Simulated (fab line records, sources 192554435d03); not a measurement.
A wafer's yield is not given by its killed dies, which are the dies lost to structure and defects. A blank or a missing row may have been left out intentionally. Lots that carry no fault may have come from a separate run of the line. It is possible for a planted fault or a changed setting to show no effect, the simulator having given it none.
fab line records	flow n5-finfet
record: lots: 10	wafers: 30	last-day: 20
route steps=1938 shown DUMMY_GATE@242 SD_EPI_N@262 BEOL_M4@1111 PASSIVATION@1936
lots with no fault: from the same line, run without faults
start-h: hours from the record's first day to the start of the lot's first wafer shown	wait-h: how many hours have passed since the lot's step before this one	" identical to the entry in the row above	L1.1+2: a single row standing in for several wafers	- no value, or no start was given	* or withheld: withheld	< > ~ a bound
route shown NAME@n: a module of which the file shows steps, and the number in the route of the first	usual: mean and standard deviation over wafers with no fault	same: alike in all rows	chamber/n: place in a boat	sites: each site's reading	_std_site: the values' standard deviation	_edge_site: mean of outer sites minus mean of inner sites	radius-mm: for every site, how far away it sits from the centre of the wafer	mask NAME#n: copy n	behind: tool/chamber where the wafer was last shaped	hold: reason for holding the lot/hours on hold/outcome of the hold	device: which transistor (n, p or np) failed to switch	end of line: tests run on the same wafers once the route is complete	for a step that has no rows: nothing shown but its recipe	killed: not the wafer's yield, but the dies lost to structure and defects at the first sort	map: a wafer's dies, marking killed ones x, the rest . and places with no die _
set.NAME: setting as actually run; set.NAME@STEP: the setting as run at that earlier step	model.NAME: the simulator's own value behind a step, which no gauge read
steps of the route over a sample of lots; a table a step, a row a wafer
services: the hour from which a tool's chamber was out of use, counted from the record's first day as start-h (under 0 if before that day), plus the number of hours and why
== steps ==
step: N5_DUMMY_GATE_CD_MEAS_50
recipe: target-cd-nm: 14
usual: cd-nm: 14.0/0.33
lot.wafer	tool	chamber	start-h	wait-h	cd-nm
L110.2	cd-sem-02	-	46.88	0.0	14.1
L110.5	"	-	"	"	13.8
L110.6	"	-	"	"	14.0
L111.2	cd-sem-03	-	56.36	0.0	14.1
L111.3	"	-	"	"	13.4
L111.4	"	-	"	"	13.5
L114.1	cd-sem-03	-	70.13	0.0	13.6
L114.3	"	-	"	"	13.8
L114.5	"	-	"	"	13.8
L118.1	cd-sem-02	-	97.89	0.0	13.7
L118.3	"	-	"	"	13.7
L118.4	"	-	"	"	14.6
L122.1	cd-sem-03	-	123.91	0.0	13.9
L122.4	"	-	"	"	14.2
L122.6	"	-	"	"	13.8
L127.1	cd-sem-01	-	168.06	0.0	14.5
L127.4	"	-	"	"	14.7
L127.6	"	-	"	"	14.5
L129.1	cd-sem-02	-	171.17	0.0	13.5
L129.3	"	-	"	"	13.9
L129.5	"	-	"	"	13.6
L130.1	cd-sem-02	-	212.73	0.0	14.0
L130.4	"	-	"	"	14.2
L130.5	"	-	"	"	14.3
L132.1	cd-sem-03	-	213.55	0.0	14.1
L132.2	"	-	"	"	14.3
L132.3	"	-	"	"	13.7
L133.4	cd-sem-02	-	214.02	0.0	13.7
L133.5	"	-	"	"	14.2
L133.6	"	-	"	"	13.8
step: N5_DUMMY_GATE_ETCH_32
recipe: chemistry: CF4	target: SiO2	target-depth-a: 35	time-s: 3.9	ion-energy-ev: 350	pressure-mtorr: 10	icp-w: 800	bias-w: 400	cf4-flow-sccm: 80
usual: cf4-flow-sccm: 79.96/0.23	drypump-motor-current-A: 5.5/0.59	oes-product-au: 1.002/0.019	throttle-valve-pct: 21.85/0.25
same: time-s: 3.9
lot.wafer	tool	chamber	start-h	wait-h	cf4-flow-sccm	drypump-motor-current-A	oes-product-au	rf-hours-counter-h	throttle-valve-pct
L110.2	rie-si-06	2	47.18	0.1	80.12	5.7	0.982	2	21.48
L110.5	"	2	"	"	79.80	5.7	0.977	-	21.48
L110.6	"	3	"	"	79.57	5.6	1.018	-	21.91
L111.2	rie-si-05	3	56.65	0.1	80.04	6.1	0.967	66	21.86
L111.3	"	1	"	"	79.98	5.0	0.989	6	22.16
L111.4	"	2	"	"	79.82	5.1	0.969	110	21.49
L114.1	rie-si-03	0	70.43	0.1	79.84	5.1	1.015	105	21.84
L114.3	"	3	"	"	79.91	4.7	1.028	196	22.27
L114.5	"	1	"	"	79.90	6.3	1.013	-	21.81
L118.1	rie-si-05	3	98.19	0.1	79.95	6.1	0.984	67	21.87
L118.3	"	0	"	"	79.84	5.8	1.040	192	22.06
L118.4	"	1	"	"	79.49	5.0	1.000	7	22.15
L122.1	rie-si-06	2	124.20	0.1	79.75	5.7	0.970	4	21.49
L122.4	"	3	"	"	79.99	5.6	1.022	14	21.92
L122.6	"	0	"	"	80.13	5.0	1.012	-	21.65
L127.1	rie-si-03	2	168.45	0.1	79.88	6.7	1.029	188	21.53
L127.4	"	3	"	"	80.12	4.7	1.004	1	22.14
L127.6	"	0	"	"	79.80	5.1	1.011	-	21.83
L129.1	rie-si-05	3	171.78	0.1	79.89	6.1	0.987	68	21.87
L129.3	"	2	"	"	79.83	5.2	0.964	112	21.48
L129.5	"	3	"	"	79.92	6.1	0.976	-	21.85
L130.1	rie-si-05	1	213.16	0.1	80.25	5.0	1.001	9	22.17
L130.4	"	2	"	"	80.16	5.2	0.976	112	21.49
L130.5	"	0	"	"	80.25	5.8	0.995	-	21.98
L132.1	rie-si-03	1	213.98	0.1	80.08	6.3	1.004	161	21.82
L132.2	"	3	"	"	79.91	4.7	1.005	1	22.14
L132.3	"	0	"	"	80.05	5.1	1.019	108	21.83
L133.4	rie-si-03	0	214.31	0.0	80.01	5.1	1.020	108	21.85
L133.5	"	0	"	"	80.10	5.1	1.006	-	21.84
L133.6	"	3	"	"	79.47	4.7	0.994	-	22.14
step: N5_DUMMY_GATE_ETCH_23
recipe: chemistry: HBr/Cl2/O2	HBr_flow_sccm: 150	Cl2_flow_sccm: 80	O2_flow_sccm: 12	bias-w: 102	target-depth-a: 410	time-s: 22.3	target: poly-Si	mask-material: SiO2	pressure-mtorr: 10	icp-w: 800
usual: drypump-motor-current-A: 5.5/0.59	oes-product-au: 1.002/0.017	throttle-valve-pct: 37.3/0.34
same: time-s: 22.3
lot.wafer	tool	chamber	start-h	wait-h	drypump-motor-current-A	oes-product-au	rf-hours-counter-h	throttle-valve-pct
L110.2	rie-si-06	2	47.21	0.0	5.6	0.988	2	36.8
L110.5	"	2	"	"	5.7	0.980	-	36.9
L110.6	"	3	"	"	5.6	1.013	-	37.5
L111.2	rie-si-05	3	56.69	0.0	6.1	0.992	66	37.5
L111.3	"	1	"	"	5.0	1.001	6	37.7
L111.4	"	2	"	"	5.2	0.985	110	36.8
L114.1	rie-si-03	0	70.47	0.0	5.1	1.015	105	37.3
L114.3	"	3	"	"	4.7	1.024	196	38.0
L114.5	"	1	"	"	6.3	1.006	-	37.4
L118.1	rie-si-05	3	98.22	0.0	6.1	0.991	67	37.5
L118.3	"	0	"	"	5.8	1.036	192	37.3
L118.4	"	1	"	"	5.0	0.997	7	37.7
L122.1	rie-si-06	2	124.24	0.0	5.7	0.982	4	36.9
L122.4	"	3	"	"	5.6	1.003	14	37.5
L122.6	"	0	"	"	5.0	1.019	-	37.2
L127.1	rie-si-03	2	168.49	0.0	6.7	1.006	188	36.8
L127.4	"	3	"	"	4.7	1.005	1	37.8
L127.6	"	0	"	"	5.1	1.012	-	37.3
L129.1	rie-si-05	3	171.81	0.0	6.1	0.991	68	37.5
L129.3	"	2	"	"	5.2	0.970	112	36.8
L129.5	"	3	"	"	6.1	0.995	-	37.5
L130.1	rie-si-05	1	213.20	0.0	5.0	1.011	9	37.7
L130.4	"	2	"	"	5.2	0.979	112	36.8
L130.5	"	0	"	"	5.7	1.004	-	37.3
L132.1	rie-si-03	1	214.01	0.0	6.3	1.005	161	37.4
L132.2	"	3	"	"	4.7	0.996	1	37.8
L132.3	"	0	"	"	5.1	1.005	108	37.3
L133.4	rie-si-03	0	214.35	0.0	5.1	1.007	108	37.3
L133.5	"	0	"	"	5.2	1.018	-	37.3
L133.6	"	3	"	"	4.7	1.005	-	37.8
step: N5_SD_EPI_N_COAT_32
recipe: resist: SOC	temp-c: 250	time-s: 60	spin-rpm: 1500	resist-thk-nm: 350
usual: spin-speed-rpm: 1499.7/0.98
same: time-s: 60
lot.wafer	tool	chamber	start-h	wait-h	spin-speed-rpm
L110.2	litho-track-05	0	48.98	0.0	1499.1
L110.5	"	0	"	"	1500.7
L110.6	"	0	"	"	1500.9
L111.2	litho-track-05	0	57.78	0.0	1500.2
L111.3	"	0	"	"	1499.6
L111.4	"	0	"	"	1499.5
L114.1	litho-track-02	0	71.56	0.0	1499.8
L114.3	"	0	"	"	1499.5
L114.5	"	0	"	"	1498.6
L118.1	litho-track-02	0	99.39	0.0	1638.0
L118.3	"	0	"	"	1638.0
L118.4	"	0	"	"	1638.0
L122.1	litho-track-02	0	125.53	0.0	1635.2
L122.4	"	0	"	"	1637.0
L122.6	"	0	"	"	1636.3
L127.1	litho-track-03	0	169.76	0.0	1499.6
L127.4	"	0	"	"	1499.1
L127.6	"	0	"	"	1500.7
L129.1	litho-track-05	0	173.41	0.0	1501.6
L129.3	"	0	"	"	1498.4
L129.5	"	0	"	"	1498.8
L130.1	litho-track-03	0	214.29	0.0	1500.4
L130.4	"	0	"	"	1498.2
L130.5	"	0	"	"	1498.2
L132.1	litho-track-03	0	215.24	0.0	1498.8
L132.2	"	0	"	"	1501.2
L132.3	"	0	"	"	1500.6
L133.4	litho-track-02	0	215.70	0.0	1498.4
L133.5	"	0	"	"	1500.0
L133.6	"	0	"	"	1499.3
step: N5_BEOL_M4_RC_MEAS_101
usual: DIBL_N: 36.5/1.2	DIBL_P: 36.5/1.6	IOFF_N: 0.162/0.023	IOFF_P: 0.221/0.03	ION_N: 678/8	ION_P: 466/6.3	SS_N: 71.6/0.46	SS_P: 73.3/0.57	VT_N: 249.2/2.6	VT_P: -249/3.3
lot.wafer	tool	chamber	start-h	wait-h	DIBL_N[mV/V]	DIBL_P[mV/V]	IOFF_N[nA/um]	IOFF_P[nA/um]	ION_N[uA/um]	ION_P[uA/um]	SS_N[mV/dec]	SS_P[mV/dec]	VT_N[mV]	VT_P[mV]
L110.2	prober-02	0	183.81	0.3	38.6	36.2	0.178	0.225	683	463	71.8	73.7	247.0	-252
L110.5	"	0	"	"	36.6	34.8	0.144	0.207	665	460	71.2	73.2	249.8	-250
L110.6	"	0	"	"	37.1	34.5	0.149	0.197	679	463	72.2	72.9	249.5	-252
L111.2	prober-02	0	227.78	0.2	36.0	36.5	0.144	0.206	675	469	71.5	73.3	252.9	-250
L111.3	"	0	"	"	37.7	39.4	0.172	0.268	675	476	71.9	73.8	246.7	-247
L111.4	"	0	"	"	38.3	39.4	0.186	0.272	688	475	71.6	73.1	248.1	-244
L114.1	prober-02	0	241.66	0.0	36.6	38.9	0.186	0.239	683	467	71.1	74.4	248.0	-248
L114.3	"	0	"	"	37.0	39.9	0.209	0.253	693	470	71.8	73.7	244.0	-245
L114.5	"	0	"	"	36.9	39.0	0.191	0.232	682	470	71.4	73.8	246.5	-248
L118.1	prober-02	0	257.33	0.0	35.8	36.0	0.152	0.205	680	465	71.8	73.0	252.3	-252
L118.3	"	0	"	"	35.8	36.5	0.151	0.210	669	458	71.4	73.1	249.7	-250
L118.4	"	0	"	"	35.5	35.2	0.148	0.194	682	464	71.0	73.2	250.3	-252
L122.1	prober-02	0	290.03	0.0	37.5	36.6	0.181	0.252	674	459	72.5	73.3	250.2	-246
L122.4	"	0	"	"	38.3	38.0	0.198	0.271	677	466	72.7	73.6	248.7	-245
L122.6	"	0	"	"	36.6	36.3	0.161	0.251	673	465	71.7	72.7	247.8	-245
L129.1	prober-02	0	324.15	0.0	38.8	39.4	0.225	0.302	700	475	72.1	74.0	243.9	-244
L129.3	"	0	"	"	36.4	36.0	0.173	0.244	682	471	71.6	72.6	246.0	-245
L129.5	"	0	"	"	38.4	38.4	0.204	0.288	687	479	71.8	74.0	246.0	-244
L127.1	prober-01	0	325.68	0.0	36.9	36.6	0.173	0.202	686	460	71.6	73.0	248.1	-253
L127.4	"	0	"	"	35.9	36.2	0.165	0.208	693	468	71.5	73.9	248.6	-250
L127.6	"	0	"	"	35.0	35.2	0.147	0.184	682	463	70.8	72.8	249.1	-251
L132.1	prober-02	0	357.87	0.0	36.5	36.1	0.189	0.268	692	478	71.5	73.4	246.6	-241
L132.2	"	0	"	"	34.9	33.7	0.157	0.225	680	474	71.4	72.5	248.0	-245
L132.3	"	0	"	"	34.3	34.0	0.154	0.230	686	477	71.4	72.6	248.0	-246
L130.1	prober-01	0	364.54	0.0	38.0	36.7	0.167	0.214	674	462	72.0	74.3	246.7	-249
L130.4	"	0	"	"	37.1	35.6	0.155	0.203	677	465	71.5	72.9	248.8	-250
L130.5	"	0	"	"	36.0	34.9	0.138	0.189	672	464	71.7	73.1	250.6	-249
L133.4	prober-02	0	367.87	0.5	38.1	38.1	0.181	0.251	678	468	72.3	74.5	248.3	-249
L133.5	"	0	"	"	37.7	36.9	0.170	0.233	691	469	72.2	74.4	249.1	-247
L133.6	"	0	"	"	39.2	38.9	0.206	0.258	690	463	72.1	73.9	245.9	-249
step: N5_PASSIVATION_PROBE_49
usual: defect-limited-yield: 91.2/1.3	killed_at_M0_to_M3: 34/9.2	killed_at_M4_up: 14/5	killed-at-contacts: 13/6.7	killed-at-front-end: 39/12	killed-at-other: 4/3.3	killed-dies: 104/15	killed-open: 68/12	killed-short: 34/7.5	sort_bin_5_function: 5.2/0.87	sort_bin_6_memory: 3.3/0.63	sort-n-pass: 1076/15	sort-yield-pct: 91.2/1.3
same: gross-dies: 1180	killed-at-back-side: 0	sort_bin_4_leakage[%]: 0	sort_bin_8_speed[%]: 0
lot.wafer	tool	chamber	start-h	wait-h	defect-limited-yield[%]	killed_at_M0_to_M3	killed_at_M4_up	killed-at-contacts	killed-at-front-end	killed-at-other	killed-dies	killed-open	killed-short	sort_bin_5_function[%]	sort_bin_6_memory[%]	sort-n-pass	sort-yield-pct[%]
L111.2	prober-02	-	337.41	0.1	92.9	29	10	16	27	2	84	56	27	4.2	2.8	1096	92.9
L111.3	prober-02	-	337.46	0.1	93.4	34	9	8	25	2	78	52	25	3.5	3.0	1102	93.4
L111.4	prober-02	-	337.51	0.2	91.0	24	14	20	43	5	106	63	40	5.3	3.5	1074	91.0
L114.1	prober-02	-	348.81	0.0	91.3	46	12	12	32	1	103	62	39	5.4	2.9	1077	91.3
L114.3	prober-02	-	348.91	0.1	91.3	48	15	11	28	1	103	70	29	5.8	2.9	1077	91.3
L114.5	prober-02	-	349.01	0.2	90.0	34	16	10	53	5	118	77	41	6.8	3.1	1062	90.0
L118.1	prober-01	-	360.90	0.0	90.6	30	22	8	32	19	111	84	26	5.5	3.7	1069	90.6
L118.3	prober-01	-	361.00	0.1	91.3	39	23	7	25	9	103	63	37	5.0	3.4	1077	91.3
L118.4	prober-01	-	361.05	0.2	90.3	49	30	6	23	7	115	81	34	5.6	3.9	1065	90.3
L122.1	prober-02	-	392.50	0.0	92.9	18	11	9	45	1	84	65	19	4.0	2.9	1096	92.9
L122.4	prober-02	-	392.65	0.2	89.7	27	15	8	66	5	121	85	36	6.8	3.2	1059	89.7
L122.6	prober-02	-	392.75	0.3	93.1	24	8	19	26	4	81	53	28	4.4	2.4	1099	93.1
L129.1	prober-01	-	435.61	0.0	91.5	37	12	20	25	6	100	66	28	5.1	2.9	1080	91.5
L129.3	prober-01	-	435.71	0.1	91.9	42	16	4	30	3	95	67	27	4.9	2.8	1085	91.9
L129.5	prober-01	-	435.81	0.2	92.9	27	21	11	22	3	84	66	13	4.2	2.8	1096	92.9
L132.1	prober-02	-	463.50	0.0	91.6	43	19	11	21	5	99	63	35	4.7	3.6	1081	91.6
L132.2	prober-02	-	463.55	0.1	89.6	41	16	18	45	3	123	75	42	6.2	3.4	1057	89.6
L132.3	prober-02	-	463.60	0.1	91.4	52	18	7	23	2	102	64	35	5.6	2.5	1078	91.4
L133.4	prober-01	-	469.37	0.2	92.0	28	12	4	49	1	94	64	30	4.6	3.0	1086	92.0
L133.5	prober-01	-	469.42	0.2	92.6	30	5	0	48	4	87	51	36	3.9	3.3	1093	92.6
L133.6	prober-01	-	469.47	0.3	93.2	30	9	6	34	1	80	51	29	4.1	2.5	1100	93.2
killed by level:class
L111.2 MOL_CONTACT_COAG:geometric-particle:open=11 BEOL_M2:geometric-particle:open=9 FIN_SAQP:geometric-particle:short=5 DUMMY_GATE:geometric-particle:open=5 MOL_CONTACT_COAG:geometric-particle:short=5 BEOL_M0_SAQP:geometric-particle:open=5 BEOL_M0_SAQP:geometric-particle:short=5 FIN_SAQP:geometric-particle:open=4
L111.3 FIN_SAQP:geometric-particle:open=7 MOL_CONTACT_COAG:geometric-particle:open=7 BEOL_M2:geometric-particle:open=7 BEOL_M0_SAQP:geometric-particle:short=5 DUMMY_GATE:geometric-particle:open=4 GATE_CUT:geometric-particle:short=4 BEOL_M0_SAQP:geometric-particle:open=4 BEOL_M0:geometric-particle:open=4
L111.4 FIN_SAQP:geometric-particle:open=14 MOL_CONTACT_COAG:geometric-particle:open=14 BEOL_M0_SAQP:geometric-particle:short=8 STARTING-WAFER:geometric-particle:short=7 MOL_CONTACT_COAG:geometric-particle:short=6 BEOL_M4:geometric-particle:open=5 FIN_SAQP:geometric-particle:short=4 BEOL_M2:geometric-particle:open=4
L114.1 BEOL_M0_SAQP:geometric-particle:short=16 BEOL_M0_SAQP:geometric-particle:open=16 MOL_CONTACT_COAG:geometric-particle:open=10 STI_FIN_REVEAL:geometric-particle:open=8 GATE_CUT:geometric-particle:short=8 GATE_CUT:geometric-particle:open=5 BEOL_M3:geometric-particle:open=4 BEOL_M4:geometric-particle:open=4
L114.3 STI_FIN_REVEAL:geometric-particle:open=10 BEOL_M0_SAQP:geometric-particle:short=10 BEOL_M2:geometric-particle:open=10 MOL_CONTACT_COAG:geometric-particle:open=9 BEOL_M3:geometric-particle:open=9 BEOL_M0_SAQP:geometric-particle:open=8 GATE_CUT:geometric-particle:short=5 BEOL_M7:geometric-particle:open=4
L114.5 STI_FIN_REVEAL:geometric-particle:open=24 BEOL_M0_SAQP:geometric-particle:short=11 BEOL_M0_SAQP:geometric-particle:open=7 GATE_CUT:geometric-particle:short=6 MOL_CONTACT_COAG:geometric-particle:open=6 FIN_SAQP:geometric-particle:open=5 GATE_CUT:geometric-particle:open=5 BEOL_M3:geometric-particle:open=5
L118.1 BEOL_M2:geometric-particle:open=11 BEOL_M4:geometric-particle:open=11 STI_FIN_REVEAL:geometric-particle:open=8 MIM_TOP_ETCH:geometric-particle:open=8 MOL_CONTACT_COAG:geometric-particle:open=7 BEOL_M1:geometric-particle:open=7 MIM_TOP_ETCH:geometric-particle:short=6 FIN_SAQP:geometric-particle:open=4
L118.3 BEOL_M3:geometric-particle:open=11 BEOL_M2:geometric-particle:open=9 FIN_SAQP:geometric-particle:short=5 BEOL_M5:geometric-particle:open=5 GATE_CUT:geometric-particle:short=5 BEOL_M0_SAQP:geometric-particle:short=5 BEOL_M1:geometric-particle:open=5 MOL_CONTACT_COAG:geometric-particle:short=4
L118.4 BEOL_M2:geometric-particle:open=16 BEOL_M4:geometric-particle:open=12 BEOL_M3:geometric-particle:open=7 MOL_CONTACT_COAG:geometric-particle:open=5 BEOL_M0_SAQP:geometric-particle:open=5 BEOL_M0_SAQP:geometric-particle:short=5 BEOL_M1:geometric-particle:open=5 BEOL_M6:geometric-particle:open=5
L122.1 STI_FIN_REVEAL:geometric-particle:open=22 MOL_CONTACT_COAG:geometric-particle:open=9 BEOL_M3:geometric-particle:open=8 FIN_SAQP:geometric-particle:open=6 BEOL_M4:geometric-particle:open=5 STI_FIN_REVEAL:geometric-particle:short=4 BEOL_M0_SAQP:geometric-particle:short=4 STARTING-WAFER:geometric-particle:open=4
L122.4 STI_FIN_REVEAL:geometric-particle:open=29 MOL_CONTACT_COAG:geometric-particle:open=7 BEOL_M0_SAQP:geometric-particle:short=7 FIN_SAQP:geometric-particle:short=6 FIN_SAQP:geometric-particle:open=6 GATE_CUT:geometric-particle:short=6 BEOL_M0_SAQP:geometric-particle:open=6 BEOL_M5:geometric-particle:open=6
L122.6 MOL_CONTACT_COAG:geometric-particle:open=17 BEOL_M3:geometric-particle:open=6 FIN_SAQP:geometric-particle:short=5 STI_FIN_REVEAL:geometric-particle:open=5 BEOL_M2:geometric-particle:open=4 BEOL_M5:geometric-particle:open=4 GATE_CUT:geometric-particle:short=3 BEOL_M0_SAQP:geometric-particle:open=3
L129.1 MOL_CONTACT_COAG:geometric-particle:open=17 BEOL_M0_SAQP:geometric-particle:open=10 BEOL_M3:geometric-particle:open=7 STI_FIN_REVEAL:geometric-particle:open=5 BEOL_M0_SAQP:geometric-particle:short=5 FIN_SAQP:geometric-particle:open=4 FIN_SAQP:geometric-particle:short=4 BEOL_M1:geometric-particle:open=4
L129.3 STI_FIN_REVEAL:geometric-particle:open=12 BEOL_M2:geometric-particle:open=12 BEOL_M0_SAQP:geometric-particle:short=9 BEOL_M3:geometric-particle:open=9 BEOL_M1:geometric-particle:open=5 BEOL_M5:geometric-particle:open=5 MOL_CONTACT_COAG:geometric-particle:open=4 GATE_CUT:geometric-particle:short=3
L129.5 MOL_CONTACT_COAG:geometric-particle:open=11 BEOL_M3:geometric-particle:open=11 STI_FIN_REVEAL:geometric-particle:open=10 BEOL_M4:geometric-particle:open=10 BEOL_M5:geometric-particle:open=6 BEOL_M1:geometric-particle:open=5 FIN_SAQP:geometric-particle:open=3 DUMMY_GATE:geometric-particle:open=3
L132.1 BEOL_M2:geometric-particle:open=11 MOL_CONTACT_COAG:geometric-particle:open=9 BEOL_M0_SAQP:geometric-particle:short=9 BEOL_M4:geometric-particle:open=9 BEOL_M0_SAQP:geometric-particle:open=8 FIN_SAQP:geometric-particle:short=6 BEOL_M0:geometric-particle:open=5 BEOL_M3:geometric-particle:open=5
L132.2 MOL_CONTACT_COAG:geometric-particle:open=13 BEOL_M0_SAQP:geometric-particle:short=12 STI_FIN_REVEAL:geometric-particle:open=8 BEOL_M0_SAQP:geometric-particle:open=7 GATE_CUT:geometric-particle:open=6 BEOL_M2:geometric-particle:open=6 BEOL_M4:geometric-particle:open=6 BEOL_M0:geometric-particle:open=5
L132.3 BEOL_M0_SAQP:geometric-particle:short=17 BEOL_M0_SAQP:geometric-particle:open=11 BEOL_M3:geometric-particle:open=11 BEOL_M4:geometric-particle:open=8 BEOL_M0:geometric-particle:open=6 MOL_CONTACT_COAG:geometric-particle:open=5 BEOL_M4:geometric-particle:short=4 STI_FIN_REVEAL:geometric-particle:open=3
L133.4 STI_FIN_REVEAL:geometric-particle:open=11 GATE_CUT:geometric-particle:short=10 FIN_SAQP:geometric-particle:open=8 BEOL_M2:geometric-particle:open=6 BEOL_M3:geometric-particle:open=6 FIN_SAQP:geometric-particle:short=5 BEOL_M0_SAQP:geometric-particle:open=4 GATE_CUT:geometric-particle:open=4
L133.5 FIN_SAQP:geometric-particle:short=10 FIN_SAQP:geometric-particle:open=9 STI_FIN_REVEAL:geometric-particle:open=8 DUMMY_GATE:geometric-particle:open=7 BEOL_M0_SAQP:geometric-particle:short=6 BEOL_M2:geometric-particle:open=5 BEOL_M0:geometric-particle:open=4 STARTING-WAFER:geometric-particle:short=4
L133.6 FIN_SAQP:geometric-particle:short=12 BEOL_M1:geometric-particle:open=8 BEOL_M4:geometric-particle:open=8 BEOL_M0_SAQP:geometric-particle:open=7 MOL_CONTACT_COAG:geometric-particle:open=6 GATE_CUT:geometric-particle:short=5 BEOL_M0_SAQP:geometric-particle:short=4 BEOL_M3:geometric-particle:open=4
== services ==
tool	chamber	start-h	hours	kind
litho-track-05	-	39.18	-	consumable-replace:filter
rie-si-03	-	41.01	2.8	pm
rie-si-06	0	49.28	14.0	repair
rie-si-03	2	93.10	14.9	repair
rie-si-03	-	109.49	0.4	repair
rie-si-03	3	112.39	-	clean
rie-si-03	3	112.39	14.2	scheduled-down
rie-si-03	3	112.39	14.2	vent-cycle
rie-si-05	0	154.87	-	clean
rie-si-05	0	154.87	22.0	scheduled-down
rie-si-05	0	154.87	22.0	vent-cycle
rie-si-06	2	177.57	1.4	repair
rie-si-03	2	198.78	-	clean
rie-si-03	2	198.78	14.2	scheduled-down
rie-si-03	2	198.78	14.2	vent-cycle
rie-si-06	1	212.97	-	clean
rie-si-06	1	212.97	16.3	scheduled-down
rie-si-06	1	212.97	16.3	vent-cycle
== key ==
first-sign: step: N5_SD_EPI_N_COAT_32	reading: spin-speed-rpm	direction: up	sigmas: 99+	usual: *	struck: *
effect none on later readings
met-at N5_SD_EPI_N_COAT_32
struck-lots L118,L122
not-acting-at N5_DUMMY_GATE_CD_MEAS_50,N5_DUMMY_GATE_ETCH_32,N5_DUMMY_GATE_ETCH_23
onset-between 71.56 99.39
fault: kind: process-parameter-drift	tool: litho-track-02	chamber: -	onset-h: 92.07	steps: N5_SD_EPI_N_COAT_32	channel: spin-rpm	offset: *	shape: step	end-h: 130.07	acts-in: *	stated: *
